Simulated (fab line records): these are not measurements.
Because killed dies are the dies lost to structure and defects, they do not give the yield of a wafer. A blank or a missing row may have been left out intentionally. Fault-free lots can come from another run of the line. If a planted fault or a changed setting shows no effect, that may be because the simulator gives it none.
2 desks, one fault	flow nand harc	every desk sees just its own numbers, and what lay behind them comes last

## THE DEFECT DESK
Counts from the inspections along the route, per lot, as means over the sampled wafers that have a number. A lot is out of limits, marked OUT, if its mean lies more than 4 standard deviations from the usual mean; the brackets give that distance.
Columns: A = raw defect count at NHARC_A_SGD_CUT_INSPECT_25, usual 294
lot	first seen here	A
L824	day 14 16:47	276
L827	day 15 19:49	304
L830	day 16 09:13	568 (+4.0) OUT
L832	day 16 13:32	657 (+5.3) OUT
L837	day 17 09:24	294
L835	day 17 09:33	344
L836	day 18 05:50	309
L840	day 18 15:28	288
L841	day 19 07:22	355
L842	day 19 07:23	219
L843	day 19 10:10	263
L845	day 20 11:31	279
This desk's verdict: out of limits on L830, L832, starting with L830 at day 16 09:13 (raw defect count at NHARC_A_SGD_CUT_INSPECT_25). L824, L827, L837, L835, L836, L840, L841, L842, L843, L845: within limits.

## THE TOOL OWNER'S DESK: rie diel-06
The tool's own readings at NHARC_A_SGD_CUT_STRIP_28 (strips in O2, time 20 s): means of the sampled wafers that have a number, for each lot that ran on this tool. A lot is out of limits, marked OUT, if its mean lies more than 4 standard deviations from the usual mean; the brackets give that distance.
Columns: A = drypump motor current A at NHARC_A_SGD_CUT_STRIP_28, usual 5.8 A; B = oes product au at NHARC_A_SGD_CUT_STRIP_28, usual 1.002 a.u.; C = rf vpp V at NHARC_A_SGD_CUT_STRIP_28, usual 57.9 V; D = showerhead plenum p Torr at NHARC_A_SGD_CUT_STRIP_28, usual 3.55 Torr; E = throttle valve pct at NHARC_A_SGD_CUT_STRIP_28, usual 17.036 %
lot	first seen here	A	B	C	D	E
L824	day 14 16:41	5.9	1.003	58.0	3.57	17.043
L830	day 16 09:07	6.4	1.007	57.5	3.59	17.032
L832	day 16 13:26	6.3	1.010	57.9	3.61	17.043
L841	day 19 07:16	6.2	1.006	57.8	3.57	17.035
This desk's finding: nothing out of limits on any of the 4 lots.

## PUT TOGETHER
The defect desk could have raised an alarm at day 16 09:13, on L830, L832.
The desk of the tool owner found nothing out of limits.
The tool owner's desk has L830, L832 on record, within its limits.
On rie diel-06, each named lot ran NHARC_A_SGD_CUT_STRIP_28.

## WHAT WAS PUT IN BY THE SIMULATOR
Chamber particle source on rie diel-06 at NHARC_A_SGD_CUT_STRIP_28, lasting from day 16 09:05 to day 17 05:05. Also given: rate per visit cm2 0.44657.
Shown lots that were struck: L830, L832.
Hours from the fault's start to each desk's first reading out of limits: the defect desk, 0.
